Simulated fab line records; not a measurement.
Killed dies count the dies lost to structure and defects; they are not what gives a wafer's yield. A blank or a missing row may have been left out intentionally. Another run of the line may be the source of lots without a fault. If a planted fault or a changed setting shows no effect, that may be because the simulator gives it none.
fab line records	flow n5_finfet
record lots=8	wafers=24	last_day=19
route steps=1938 shown BEOL_M4@1062 PASSIVATION@1936
lots untouched by any fault: they come from a run of this same line in which no faults occurred
start_h: hours from the record's opening day to when the first of the lot's shown wafers began	wait_h: hours from the lot's prior step to this one	" unchanged from the row above	L1.1+2: a single row standing in for several wafers	- no value, or no start given	* or withheld: withheld	< > ~ a bound
route shown NAME@n: names a module that has steps shown in the file, with the first one's number in the route	usual: mean/standard deviation taken from wafers without a fault	same: alike in all rows	chamber/n: place in a boat	sites: each site's reading	_std_site: standard deviation of those values	_edge_site: mean of outer sites minus mean of inner sites	radius_mm: for every site, how far away it sits from the centre of the wafer	mask NAME#n: copy n	behind: the most recent tool/chamber to have shaped the wafer	hold: what put the lot on hold/how long, in hours/how the hold closed	device: names the non-switching transistor (n, p or np)	end of line: the same wafers' tests at the end of the route	a step with no rows: only its recipe	killed: count of dies lost to structure and defects at first sort (not the wafer's yield)	map: a wafer's dies, x killed, . not, _ none there
set.NAME: the run value of the setting; set.NAME@STEP: its run value at that earlier step	model.NAME: the simulator's own value behind a step, which no gauge read
steps of the route over a sample of lots; a table a step, a row a wafer
services: the hour from which a tool's chamber was out of use, counted from the record's first day as start_h (under 0 if before that day), plus the number of hours and why
## steps
# step N5_BEOL_M4_ALD_98
# recipe material=SiO2	target_thk_a=25	temp_c=100	ald_precursor_family=BDEAS	ald_co_reactant=O2-plasma	pulse_time_s=1	co_reactant_pulse_time_s=1	purge_time_s=2	co_reactant_purge_time_s=2	ald_cycles=17	pressure_torr=2
# usual heater_power_w=84/10	precursor_pulse_height_rel=1.001/0.021
lot.wafer	tool	chamber	start_h	wait_h	heater_power_w	precursor_pulse_height_rel
L747.1	ald_sin-04	3	206.74	0.1	81	0.974
L747.4	"	2	"	"	90	0.997
L747.5	"	2	"	"	90	1.011
L751.1	ald_sin-01	1	237.35	1.3	83	1.001
L751.3	"	0	"	"	105	0.952
L751.4	"	3	"	"	83	1.012
L754.1	ald_sin-01	1	246.55	0.4	84	1.001
L754.4	"	0	"	"	102	0.992
L754.6	"	1	"	"	83	0.992
L760.3	ald_sin-03	3	283.11	0.9	89	1.038
L760.4	"	2	"	"	77	0.999
L760.5	"	3	"	"	88	1.000
L759.2	ald_sin-03	1	283.20	0.9	76	1.042
L759.3	"	2	"	"	81	0.995
L759.6	"	2	"	"	81	1.011
L763.1	ald_sin-03	3	306.41	0.1	91	0.992
L763.4	"	1	"	"	78	0.997
L763.6	"	1	"	"	81	1.009
L765.2	ald_sin-04	0	314.63	0.1	66	0.988
L765.5	"	3	"	"	77	0.992
L765.6	"	0	"	"	66	0.987
L767.2	ald_sin-01	1	324.86	0.3	86	1.006
L767.3	"	3	"	"	81	1.017
L767.6	"	3	"	"	83	0.989
# step N5_BEOL_M4_TRENCH_ETCH_37
# recipe chemistry=C4F6/O2	target_depth_a=555.55	target=SiOC	time_s=29.2	ion_energy_ev=250	pressure_mtorr=30	source_w=355	bias_w=185	Ar_flow_sccm=300	C4F6_flow_sccm=10	O2_flow_sccm=10
# usual C4F6_flow_sccm=10.00/0.03	bias_w=185.0/0.53	drypump_motor_current_A=5.9/0.48	oes_product_au=0.80/0.096	rf_fwd_power_W=349.2/1.8	rf_vpp_V=669/11	showerhead_plenum_p_Torr=2.84/0.11	throttle_valve_pct=20.8/0.33
lot.wafer	tool	chamber	start_h	wait_h	C4F6_flow_sccm	bias_w	drypump_motor_current_A	oes_product_au	rf_fwd_power_W	rf_hours_counter_h	rf_vpp_V	showerhead_plenum_p_Torr	throttle_valve_pct
L747.1	rie_diel-03	2	234.79	-	9.98	184.8	5.3	0.75	351.3	145	672	2.74	20.5
L747.4	"	3	"	"	10.03	185.8	6.5	0.69	350.3	225	664	2.91	20.8
L747.5	"	0	"	"	10.01	184.6	5.7	0.67	348.2	-	665	2.70	20.9
L751.1	rie_diel-03	1	265.39	-	10.02	185.2	5.2	0.91	344.5	24	669	2.91	20.5
L751.3	"	2	"	"	9.98	185.1	5.3	0.73	349.7	160	670	2.74	20.6
L751.4	"	3	"	"	10.01	184.9	6.5	0.69	350.0	240	663	2.90	20.8
L754.1	rie_diel-03	0	272.61	-	10.05	184.8	5.6	0.91	263.1	4	779	3.04	20.5
L754.4	"	3	"	"	10.01	184.7	6.5	0.64	265.6	242	763	2.90	20.8
L754.6	"	1	"	"	10.00	184.7	5.2	0.84	261.7	-	770	2.90	20.5
L760.3	rie_diel-01	1	308.84	-	10.00	185.3	5.8	0.84	350.2	70	671	2.75	20.9
L760.4	"	3	"	"	10.01	184.9	5.9	0.86	349.4	83	662	2.77	20.5
L760.5	"	1	"	"	10.04	184.3	5.8	0.83	349.0	-	671	2.75	20.9
L759.2	rie_diel-03	1	308.87	-	10.00	183.7	5.2	0.82	262.6	38	769	2.90	20.5
L759.3	"	2	"	"	9.97	184.4	5.3	0.68	265.7	173	772	2.73	20.6
L759.6	"	1	"	"	10.03	184.7	5.2	0.82	260.8	-	769	2.90	20.5
L763.1	rie_diel-01	0	331.18	-	10.04	184.4	6.5	0.68	347.5	249	651	2.93	21.3
L763.4	"	2	"	"	10.00	185.7	6.6	0.71	346.9	204	663	2.70	21.2
L763.6	"	1	"	"	10.03	184.5	5.8	0.82	350.6	-	672	2.75	20.9
L765.2	rie_diel-04	0	339.63	-	9.99	185.0	6.0	0.69	351.1	200	660	2.83	21.4
L765.5	"	1	"	"	10.01	185.4	6.4	0.81	351.9	-	683	2.89	20.7
L765.6	"	0	"	"	9.97	185.5	6.0	0.69	351.1	-	660	2.83	21.4
L767.2	rie_diel-04	3	343.11	-	9.98	185.4	5.2	0.88	350.5	36	699	3.01	20.4
L767.3	"	0	"	"	10.00	184.7	6.0	0.69	351.6	201	661	2.83	21.4
L767.6	"	0	"	"	9.97	186.0	6.0	0.69	350.8	-	660	2.83	21.4
# step N5_BEOL_M4_OCD_MEAS_38
# usual trench_depth_nm=55.0/1.1
lot.wafer	tool	chamber	start_h	wait_h	trench_depth_nm
L747.1	ocd-02	-	234.94	-	54.7
L747.4	"	-	"	"	52.8
L747.5	"	-	"	"	54.7
L751.1	ocd-01	-	265.54	-	55.3
L751.3	"	-	"	"	55.1
L751.4	"	-	"	"	53.5
L754.1	ocd-01	-	272.77	-	49.9
L754.4	"	-	"	"	47.2
L754.6	"	-	"	"	48.9
L760.3	ocd-01	-	308.99	-	55.9
L760.4	"	-	"	"	56.5
L760.5	"	-	"	"	55.3
L759.2	ocd-02	-	309.03	-	49.5
L759.3	"	-	"	"	48.5
L759.6	"	-	"	"	48.9
L763.1	ocd-01	-	331.33	-	53.4
L763.4	"	-	"	"	54.6
L763.6	"	-	"	"	56.0
L765.2	ocd-02	-	339.78	-	52.5
L765.5	"	-	"	"	54.6
L765.6	"	-	"	"	53.4
L767.2	ocd-01	-	343.26	-	56.1
L767.3	"	-	"	"	53.0
L767.6	"	-	"	"	53.1
# step N5_BEOL_M4_PRE_CLEAN_45
# recipe gas=H2/He	time_s=30	temp_c=250
# usual heater_power_w=313/37
lot.wafer	tool	chamber	start_h	wait_h	heater_power_w
L747.1	pvd_sputter-02	-	235.37	0.0	377
L747.4	"	-	"	"	284
L747.5	"	-	"	"	282
L751.1	pvd_sputter-02	-	265.88	0.0	329
L751.3	"	-	"	"	381
L751.4	"	-	"	"	277
L754.1	pvd_sputter-03	-	273.26	0.0	348
L754.4	"	-	"	"	267
L754.6	"	-	"	"	266
L760.3	pvd_sputter-03	-	309.80	0.0	281
L760.4	"	-	"	"	257
L760.5	"	-	"	"	260
L759.2	pvd_sputter-03	-	309.88	0.0	282
L759.3	"	-	"	"	279
L759.6	"	-	"	"	279
L763.1	pvd_sputter-03	-	331.89	0.0	281
L763.4	"	-	"	"	345
L763.6	"	-	"	"	280
L765.2	pvd_sputter-03	-	340.25	0.0	343
L765.5	"	-	"	"	261
L765.6	"	-	"	"	286
L767.2	pvd_sputter-01	-	344.05	0.0	309
L767.3	"	-	"	"	345
L767.6	"	-	"	"	349
# step N5_BEOL_M4_SPUTTER_48
# recipe material=Cu	target_thk_a=45	temp_c=-20	chamber_pressure_pa=0.07	power_w=withheld	time_s=8.29
# usual chuck_sensor_temp_C=-15.8/0.41	throttle_valve_pct=29.9/1.1
lot.wafer	tool	chamber	start_h	wait_h	chuck_sensor_temp_C	throttle_valve_pct
L747.1	pvd_sputter-02	-	236.25	0.2	-15.1	31.7
L747.4	"	-	"	"	-15.8	30.1
L747.5	"	-	"	"	-15.1	31.7
L751.1	pvd_sputter-02	-	266.68	0.1	-15.1	31.7
L751.3	"	-	"	"	-15.6	30.4
L751.4	"	-	"	"	-15.9	29.6
L754.1	pvd_sputter-02	-	273.87	0.1	-16.1	29.9
L754.4	"	-	"	"	-15.5	30.5
L754.6	"	-	"	"	-15.1	31.7
L760.3	pvd_sputter-03	-	310.42	0.2	-15.1	30.8
L760.4	"	-	"	"	-16.2	29.1
L760.5	"	-	"	"	-16.1	30.8
L759.2	pvd_sputter-01	-	310.83	0.2	-15.9	27.6
L759.3	"	-	"	"	-16.4	29.4
L759.6	"	-	"	"	-16.6	29.5
L763.1	pvd_sputter-03	-	332.57	0.1	-15.2	30.5
L763.4	"	-	"	"	-16.0	29.3
L763.6	"	-	"	"	-16.0	28.6
L765.2	pvd_sputter-02	-	341.05	0.3	-15.2	30.2
L765.5	"	-	"	"	-16.2	29.8
L765.6	"	-	"	"	-15.1	31.6
L767.2	pvd_sputter-01	-	346.50	1.9	-16.8	29.8
L767.3	"	-	"	"	-15.7	27.7
L767.6	"	-	"	"	-16.0	31.1
# step N5_BEOL_M4_THK_MEAS_53
# recipe thk_meas_gauge=xrf	reads=Cu_of_BEOL_M4_ECD_50
# usual M4_THK=39.4/1.5
lot.wafer	tool	chamber	start_h	wait_h	M4_THK[nm]
L747.1	film_metro-01	-	238.82	-	39.0
L747.4	"	-	"	"	37.6
L747.5	"	-	"	"	38.4
L751.1	film_metro-01	-	269.50	-	40.3
L751.3	"	-	"	"	38.8
L751.4	"	-	"	"	37.7
L754.1	film_metro-01	-	276.50	-	34.6
L754.4	"	-	"	"	31.5
L754.6	"	-	"	"	35.3
L760.3	film_metro-01	-	312.97	-	41.4
L760.4	"	-	"	"	42.6
L760.5	"	-	"	"	41.8
L759.2	film_metro-02	-	313.40	-	32.7
L759.3	"	-	"	"	33.3
L759.6	"	-	"	"	33.9
L763.1	film_metro-01	-	335.46	-	36.6
L763.4	"	-	"	"	39.1
L763.6	"	-	"	"	40.1
L765.2	film_metro-01	-	343.80	-	37.5
L765.5	"	-	"	"	40.3
L765.6	"	-	"	"	38.3
L767.2	film_metro-01	-	349.05	-	40.2
L767.3	"	-	"	"	36.2
L767.6	"	-	"	"	35.0
# step N5_BEOL_M4_RS_MEAS_58
# recipe thk_meas_gauge=four-point-probe	reads=Co_of_BEOL_M4_CO_CAP_55+Cu_of_BEOL_M4_ECD_50+Co_of_BEOL_M4_CVD_47+TaN_of_BEOL_M4_ALD_84
# usual M4_RS=0.68/0.034
lot.wafer	tool	chamber	start_h	wait_h	M4_RS[ohm/sq]
L747.1	film_metro-01	-	239.08	0.0	0.69
L747.4	"	-	"	"	0.73
L747.5	"	-	"	"	0.71
L751.1	film_metro-01	-	269.94	0.0	0.67
L751.3	"	-	"	"	0.70
L751.4	"	-	"	"	0.72
L754.1	film_metro-01	-	276.77	0.0	0.81
L754.4	"	-	"	"	0.92
L754.6	"	-	"	"	0.79
L760.3	film_metro-01	-	313.23	0.1	0.64
L760.4	"	-	"	"	0.62
L760.5	"	-	"	"	0.64
L759.2	film_metro-01	-	313.66	0.1	0.86
L759.3	"	-	"	"	0.84
L759.6	"	-	"	"	0.82
L763.1	film_metro-02	-	335.77	0.1	0.75
L763.4	"	-	"	"	0.69
L763.6	"	-	"	"	0.67
L765.2	film_metro-02	-	344.11	0.1	0.73
L765.5	"	-	"	"	0.67
L765.6	"	-	"	"	0.71
L767.2	film_metro-01	-	349.37	0.1	0.66
L767.3	"	-	"	"	0.76
L767.6	"	-	"	"	0.79
# step N5_BEOL_M4_RC_MEAS_101
# usual DIBL_N=35.8/1.7	DIBL_P=35.3/2	IOFF_N=0.150/0.026	IOFF_P=0.194/0.029	ION_N=667/11	ION_P=456/7.1	SS_N=71.4/0.65	SS_P=73.1/0.64	VT_N=251/3	VT_P=-252/3.2
lot.wafer	tool	chamber	start_h	wait_h	DIBL_N[mV/V]	DIBL_P[mV/V]	IOFF_N[nA/um]	IOFF_P[nA/um]	ION_N[uA/um]	ION_P[uA/um]	SS_N[mV/dec]	SS_P[mV/dec]	VT_N[mV]	VT_P[mV]
L747.1	prober-02	0	239.13	0.0	36.3	39.2	0.181	0.208	679	459	71.7	73.6	248	-252
L747.4	"	0	"	"	35.5	38.0	0.148	0.189	659	453	72.0	73.9	249	-253
L747.5	"	0	"	"	35.1	37.0	0.158	0.186	675	458	71.8	72.7	252	-253
L751.1	prober-02	0	269.99	0.0	34.0	35.8	0.141	0.208	676	468	70.9	72.7	250	-249
L751.3	"	0	"	"	32.6	33.2	0.123	0.172	667	458	70.8	71.9	251	-251
L751.4	"	0	"	"	36.1	38.3	0.184	0.250	680	468	71.3	73.2	247	-243
L754.1	prober-02	0	276.82	0.0	33.9	32.9	0.124	0.169	660	451	71.0	72.6	254	-252
L754.4	"	0	"	"	35.7	34.6	0.149	0.199	673	465	70.5	72.7	252	-251
L754.6	"	0	"	"	36.5	34.1	0.156	0.182	665	450	70.8	72.6	251	-254
L760.3	prober-01	0	313.59	0.3	34.5	34.0	0.121	0.179	650	454	71.1	73.7	254	-250
L760.4	"	0	"	"	34.4	32.9	0.116	0.167	656	451	70.8	72.8	255	-255
L760.5	"	0	"	"	36.1	35.3	0.143	0.204	668	455	71.9	72.8	253	-251
L759.2	prober-02	0	313.86	0.2	36.2	37.5	0.165	0.234	667	458	71.4	74.2	244	-247
L759.3	"	0	"	"	37.0	36.5	0.162	0.206	678	464	71.6	73.9	249	-249
L759.6	"	0	"	"	35.2	35.8	0.137	0.201	659	459	71.2	73.3	250	-250
L763.1	prober-01	0	335.82	0.0	36.1	35.1	0.165	0.231	666	467	71.9	72.7	245	-246
L763.4	"	0	"	"	38.2	36.6	0.209	0.262	691	470	71.8	73.3	243	-244
L763.6	"	0	"	"	34.3	31.9	0.121	0.186	652	458	70.9	72.6	251	-251
L765.2	prober-01	0	344.32	0.2	34.3	34.8	0.117	0.170	668	463	70.9	73.4	255	-253
L765.5	"	0	"	"	36.6	37.6	0.153	0.217	666	458	71.9	73.2	253	-251
L765.6	"	0	"	"	34.5	35.9	0.129	0.184	674	463	71.3	73.1	252	-253
L767.2	prober-02	0	349.58	0.2	36.4	37.8	0.167	0.192	676	457	71.4	73.8	247	-252
L767.3	"	0	"	"	32.1	30.6	0.103	0.114	649	443	70.6	71.6	255	-260
L767.6	"	0	"	"	38.1	38.0	0.195	0.186	674	452	72.7	73.5	247	-255
# step N5_PASSIVATION_PROBE_49
# usual defect_limited_yield=91.5/1.4	killed_at_M0_to_M3=34/11	killed_at_M4_up=15/6	killed_at_contacts=11/5.9	killed_at_front_end=37/11	killed_at_other=3.6/2.9	killed_dies=101/17	killed_open=66/12	killed_short=33/7.8	sort_bin_5_function=5.0/0.97	sort_bin_6_memory=3.2/0.65	sort_bin_8_speed=0.02/0.2	sort_n_pass=1079/17
# same gross_dies=1180	killed_at_back_side=0	sort_bin_4_leakage[%]=0
lot.wafer	tool	chamber	start_h	wait_h	defect_limited_yield[%]	killed_at_M0_to_M3	killed_at_M4_up	killed_at_contacts	killed_at_front_end	killed_at_other	killed_dies	killed_open	killed_short	sort_bin_5_function[%]	sort_bin_6_memory[%]	sort_bin_8_speed[%]	sort_n_pass
L747.1	prober-01	-	337.87	0.0	92.6	27	19	7	27	7	87	65	21	4.5	2.8	0	1093
L747.4	prober-01	-	338.02	0.2	90.9	32	22	1	47	5	107	73	33	5.2	3.6	0	1073
L747.5	prober-01	-	338.07	0.2	91.7	41	5	7	42	3	98	65	28	4.7	3.0	0	1082
L754.1	prober-01	-	375.87	0.0	92.3	39	8	4	38	2	91	47	43	4.9	2.4	0	1089
L754.4	prober-01	-	376.02	0.2	92.1	25	10	8	47	3	93	65	24	4.4	2.9	0.17	1087
L754.6	prober-01	-	376.12	0.3	92.5	29	10	4	44	1	88	54	34	4.9	2.2	0	1092
L751.1	prober-02	-	376.09	0.0	91.7	44	15	11	27	1	98	75	19	4.8	3.2	0	1082
L751.3	prober-02	-	376.19	0.1	91.8	34	16	17	29	1	97	66	30	5.0	3.1	0	1083
L751.4	prober-02	-	376.24	0.2	90.5	30	14	14	53	1	112	83	29	5.8	3.5	0	1068
L760.3	prober-01	-	418.54	0.1	92.6	31	23	16	11	6	87	55	29	4.3	2.9	0	1093
L760.4	prober-01	-	418.59	0.2	88.6	57	10	15	42	10	134	88	42	7.1	3.7	0	1046
L760.5	prober-01	-	418.64	0.2	91.7	30	19	12	33	4	98	65	31	5.2	2.9	0	1082
L759.2	prober-01	-	423.70	0.1	93.0	19	4	19	36	5	83	49	32	3.3	3.6	0	1097
L759.3	prober-01	-	423.75	0.1	91.4	29	16	12	40	5	102	60	39	5.5	3.0	0	1078
L759.6	prober-01	-	423.90	0.3	93.7	19	11	6	36	2	74	46	25	3.4	2.5	0	1106
L763.1	prober-01	-	445.31	0.0	91.7	36	20	8	30	4	98	63	34	4.8	3.3	0	1082
L763.4	prober-01	-	445.46	0.2	91.9	25	11	10	43	6	95	61	31	4.6	3.1	0	1085
L763.6	prober-01	-	445.56	0.3	90.5	38	22	10	38	4	112	76	35	5.9	3.4	0	1068
L765.2	prober-01	-	451.53	0.1	89.4	38	22	11	50	4	125	80	45	5.9	3.9	0	1055
L765.5	prober-01	-	451.68	0.2	91.3	41	6	21	30	5	103	73	29	6.2	2.5	0	1077
L765.6	prober-01	-	451.73	0.3	92.6	27	17	3	36	4	87	50	37	4.7	2.5	0	1093
L767.2	prober-02	-	462.30	0.1	92.1	43	4	11	30	5	93	57	33	4.1	3.6	0	1087
L767.3	prober-02	-	462.35	0.1	88.8	55	9	14	48	6	132	89	43	7.3	3.6	0.08	1047
L767.6	prober-02	-	462.50	0.3	92.1	35	9	5	44	0	93	61	32	4.6	3.2	0	1087
# killed by level:class
L747.1 STI_FIN_REVEAL:geometric_particle:open=12 BEOL_M0_SAQP:geometric_particle:short=9 BEOL_M4:geometric_particle:open=8 MOL_CONTACT_COAG:geometric_particle:open=7 FIN_SAQP:geometric_particle:open=6 BEOL_M2:geometric_particle:open=6 BEOL_M0_SAQP:geometric_particle:open=5 DUMMY_GATE:geometric_particle:open=4
L747.4 STI_FIN_REVEAL:geometric_particle:open=15 DUMMY_GATE:geometric_particle:open=9 BEOL_M0_SAQP:geometric_particle:open=9 FIN_SAQP:geometric_particle:short=8 BEOL_M4:geometric_particle:short=8 BEOL_M8:geometric_particle:open=6 BEOL_M4:geometric_particle:open=6 BEOL_M2:geometric_particle:open=5
L747.5 BEOL_M0_SAQP:geometric_particle:open=11 FIN_SAQP:geometric_particle:short=9 BEOL_M0_SAQP:geometric_particle:short=9 FIN_SAQP:geometric_particle:open=8 STI_FIN_REVEAL:geometric_particle:open=8 MOL_CONTACT_COAG:geometric_particle:open=7 BEOL_M2:geometric_particle:open=7 BEOL_M3:geometric_particle:open=5
L754.1 BEOL_M0_SAQP:geometric_particle:short=11 GATE_CUT:geometric_particle:short=10 BEOL_M3:geometric_particle:open=9 FIN_SAQP:geometric_particle:short=6 STI_FIN_REVEAL:geometric_particle:open=5 BEOL_M1:geometric_particle:open=5 MOL_CONTACT_COAG:geometric_particle:open=4 BEOL_M3:geometric_particle:short=4
L754.4 STI_FIN_REVEAL:geometric_particle:open=12 GATE_CUT:geometric_particle:short=8 MOL_CONTACT_COAG:geometric_particle:open=8 BEOL_M3:geometric_particle:open=7 STARTING-WAFER:geometric_particle:open=6 DUMMY_GATE:geometric_particle:open=5 BEOL_M4:geometric_particle:open=5 FIN_SAQP:geometric_particle:open=4
L751.1 BEOL_M1:geometric_particle:open=12 BEOL_M2:geometric_particle:open=10 MOL_CONTACT_COAG:geometric_particle:open=9 BEOL_M4:geometric_particle:open=9 STI_FIN_REVEAL:geometric_particle:open=7 BEOL_M0_SAQP:geometric_particle:short=7 BEOL_M3:geometric_particle:open=5 GATE_CUT:geometric_particle:open=4
L754.6 STI_FIN_REVEAL:geometric_particle:open=11 FIN_SAQP:geometric_particle:open=7 GATE_CUT:geometric_particle:short=7 BEOL_M2:geometric_particle:short=7 BEOL_M3:geometric_particle:open=7 DUMMY_GATE:geometric_particle:open=5 ILD0:geometric_particle:short=5 BEOL_M2:geometric_particle:open=4
L751.3 BEOL_M0_SAQP:geometric_particle:short=11 MOL_CONTACT_COAG:geometric_particle:open=11 BEOL_M4:geometric_particle:open=10 BEOL_M0_SAQP:geometric_particle:open=7 FIN_SAQP:geometric_particle:open=6 MOL_CONTACT_COAG:geometric_particle:short=5 GATE_CUT:geometric_particle:short=5 BEOL_M1:geometric_particle:open=5
L751.4 FIN_SAQP:geometric_particle:open=20 MOL_CONTACT_COAG:geometric_particle:open=11 BEOL_M4:geometric_particle:open=9 BEOL_M0_SAQP:geometric_particle:open=7 BEOL_M0_SAQP:geometric_particle:short=7 STI_FIN_REVEAL:geometric_particle:open=6 BEOL_M1:geometric_particle:open=6 BEOL_M2:geometric_particle:open=5
L760.3 MOL_CONTACT_COAG:geometric_particle:open=12 BEOL_M4:geometric_particle:open=9 BEOL_M3:geometric_particle:open=6 BEOL_M2:geometric_particle:open=5 MOL_CONTACT_COAG:geometric_particle:short=4 BEOL_M0_SAQP:geometric_particle:short=4 BEOL_M2:geometric_particle:short=4 STARTING-WAFER:geometric_particle:short=4
L760.4 MOL_CONTACT_COAG:geometric_particle:open=14 BEOL_M0_SAQP:geometric_particle:open=13 STI_FIN_REVEAL:geometric_particle:open=12 BEOL_M0_SAQP:geometric_particle:short=12 FIN_SAQP:geometric_particle:open=11 BEOL_M2:geometric_particle:open=7 BEOL_M3:geometric_particle:open=6 STARTING-WAFER:geometric_particle:short=6
L760.5 DUMMY_GATE:geometric_particle:open=10 MOL_CONTACT_COAG:geometric_particle:open=9 BEOL_M4:geometric_particle:open=8 BEOL_M0_SAQP:geometric_particle:open=8 BEOL_M0_SAQP:geometric_particle:short=6 STI_FIN_REVEAL:geometric_particle:open=5 BEOL_M3:geometric_particle:open=5 BEOL_M1:geometric_particle:open=4
L759.2 MOL_CONTACT_COAG:geometric_particle:open=13 FIN_SAQP:geometric_particle:short=12 STI_FIN_REVEAL:geometric_particle:open=8 BEOL_M0_SAQP:geometric_particle:open=8 MOL_CONTACT_COAG:geometric_particle:short=5 BEOL_M0_SAQP:geometric_particle:short=4 STARTING-WAFER:geometric_particle:open=4 FIN_SAQP:geometric_particle:open=3
L759.3 BEOL_M2:geometric_particle:open=10 STI_FIN_REVEAL:geometric_particle:open=8 MOL_CONTACT_COAG:geometric_particle:open=8 BEOL_M4:geometric_particle:open=8 FIN_SAQP:geometric_particle:short=6 STI_FIN_REVEAL:geometric_particle:short=4 BEOL_M0_SAQP:geometric_particle:short=4 SPACER0:geometric_particle:open=4
L759.6 FIN_SAQP:geometric_particle:short=7 FIN_SAQP:geometric_particle:open=7 MOL_CONTACT_COAG:geometric_particle:open=6 BEOL_M0_SAQP:geometric_particle:open=5 BEOL_M4:geometric_particle:open=5 BEOL_M2:geometric_particle:open=4 STI_FIN_REVEAL:geometric_particle:open=3 ILD0:geometric_particle:open=3
L763.1 BEOL_M2:geometric_particle:open=11 MOL_CONTACT_COAG:geometric_particle:open=8 STARTING-WAFER:geometric_particle:open=6 BEOL_M4:geometric_particle:open=6 FIN_SAQP:geometric_particle:open=5 BEOL_M1:geometric_particle:open=5 BEOL_M5:geometric_particle:short=4 BEOL_M0_SAQP:geometric_particle:short=4
L763.4 FIN_SAQP:geometric_particle:short=10 BEOL_M4:geometric_particle:open=9 FIN_SAQP:geometric_particle:open=7 GATE_CUT:geometric_particle:short=7 STARTING-WAFER:geometric_particle:open=7 MOL_CONTACT_COAG:geometric_particle:open=6 BEOL_M0_SAQP:geometric_particle:short=6 BEOL_M2:geometric_particle:open=5
L763.6 BEOL_M0_SAQP:geometric_particle:open=9 BEOL_M2:geometric_particle:open=8 FIN_SAQP:geometric_particle:short=7 MOL_CONTACT_COAG:geometric_particle:open=7 BEOL_M4:geometric_particle:open=7 FIN_SAQP:geometric_particle:open=6 BEOL_M0_SAQP:geometric_particle:short=6 BEOL_M0:geometric_particle:open=6
L765.2 BEOL_M4:geometric_particle:open=16 BEOL_M0_SAQP:geometric_particle:short=11 GATE_CUT:geometric_particle:short=9 MOL_CONTACT_COAG:geometric_particle:open=9 FIN_SAQP:geometric_particle:short=7 BEOL_M0_SAQP:geometric_particle:open=7 BEOL_M2:geometric_particle:open=7 FIN_SAQP:geometric_particle:open=6
L765.5 MOL_CONTACT_COAG:geometric_particle:open=18 BEOL_M2:geometric_particle:open=10 DUMMY_GATE:geometric_particle:open=9 BEOL_M0_SAQP:geometric_particle:short=7 BEOL_M1:geometric_particle:open=6 BEOL_M4:geometric_particle:open=6 GATE_CUT:geometric_particle:short=5 BEOL_M3:geometric_particle:open=5
L765.6 BEOL_M4:geometric_particle:open=9 BEOL_M2:geometric_particle:open=8 GATE_CUT:geometric_particle:open=7 GATE_CUT:geometric_particle:short=6 FIN_SAQP:geometric_particle:open=5 FIN_SAQP:geometric_particle:short=5 STARTING-WAFER:geometric_particle:short=5 BEOL_M4:geometric_particle:short=5
L767.2 BEOL_M1:geometric_particle:open=16 BEOL_M0_SAQP:geometric_particle:short=10 MOL_CONTACT_COAG:geometric_particle:open=7 BEOL_M2:geometric_particle:open=6 FIN_SAQP:geometric_particle:short=5 FIN_SAQP:geometric_particle:open=4 STI_FIN_REVEAL:geometric_particle:open=4 GATE_CUT:geometric_particle:short=4
L767.3 BEOL_M0_SAQP:geometric_particle:open=16 STI_FIN_REVEAL:geometric_particle:open=11 BEOL_M3:geometric_particle:open=11 BEOL_M2:geometric_particle:open=11 MOL_CONTACT_COAG:geometric_particle:open=10 BEOL_M0_SAQP:geometric_particle:short=8 GATE_CUT:geometric_particle:short=6 FIN_SAQP:geometric_particle:open=5
L767.6 STI_FIN_REVEAL:geometric_particle:open=10 BEOL_M2:geometric_particle:open=9 BEOL_M0_SAQP:geometric_particle:open=8 BEOL_M3:geometric_particle:open=6 DUMMY_GATE:geometric_particle:short=4 DUMMY_GATE:geometric_particle:open=4 GATE_CUT:geometric_particle:open=4 BEOL_M0_SAQP:geometric_particle:short=4
## services
tool	chamber	start_h	hours	kind
ald_sin-01	-	183.32	0.7	repair
rie_diel-01	2	196.01	16.2	repair
ald_sin-04	-	214.90	14.6	pm
ald_sin-01	-	226.50	0.6	repair
pvd_sputter-02	-	228.43	5.9	repair
ald_sin-04	-	232.41	0.3	repair
rie_diel-01	0	236.26	2.0	repair
rie_diel-03	0	237.96	-	clean
rie_diel-03	0	237.96	-	consumable_replace:focus_ring
rie_diel-03	0	237.96	-	consumable_replace:showerhead
rie_diel-03	0	237.96	22.2	scheduled_down
rie_diel-03	0	237.96	22.2	vent_cycle
rie_diel-01	1	242.72	9.3	repair
ald_sin-04	1	244.68	5.6	repair
rie_diel-03	1	252.93	10.3	repair
ald_sin-04	-	269.34	14.0	pm
ald_sin-04	3	290.87	5.2	repair
rie_diel-04	2	296.24	7.2	repair
rie_diel-03	3	303.59	-	clean
rie_diel-03	3	303.59	-	consumable_replace:focus_ring
rie_diel-03	3	303.59	24.1	scheduled_down
rie_diel-03	3	303.59	24.1	vent_cycle
ald_sin-01	1	310.27	3.8	repair
ald_sin-01	0	320.37	3.1	repair
## key
first_sign step=N5_BEOL_M4_TRENCH_ETCH_37	reading=rf_fwd_power_W	direction=down	sigmas=47	usual=*	struck=*
effect step=N5_BEOL_M4_TRENCH_ETCH_37	reading=rf_vpp_V	direction=up	sigmas=9.5	usual=669	struck=770
effect step=N5_BEOL_M4_OCD_MEAS_38	reading=trench_depth_nm	direction=down	sigmas=5.5	usual=55.0	struck=48.8
effect step=N5_BEOL_M4_THK_MEAS_53	reading=M4_THK	direction=down	sigmas=3.8	usual=39.4	struck=33.6
effect step=N5_BEOL_M4_RS_MEAS_58	reading=M4_RS	direction=up	sigmas=4.6	usual=0.68	struck=0.84
met_at N5_BEOL_M4_TRENCH_ETCH_37
struck_lots L754,L759
not_acting_at N5_BEOL_M4_ALD_98,N5_BEOL_M4_PRE_CLEAN_45,N5_BEOL_M4_SPUTTER_48
onset_between 265.39 272.61
fault kind=process_parameter_drift	tool=rie_diel-03	chamber=-	onset_h=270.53	steps=N5_BEOL_M4_TRENCH_ETCH_37	channel=source_w	offset=-85.2	shape=step	end_h=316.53	acts_in=these_recipes_only	stated=355
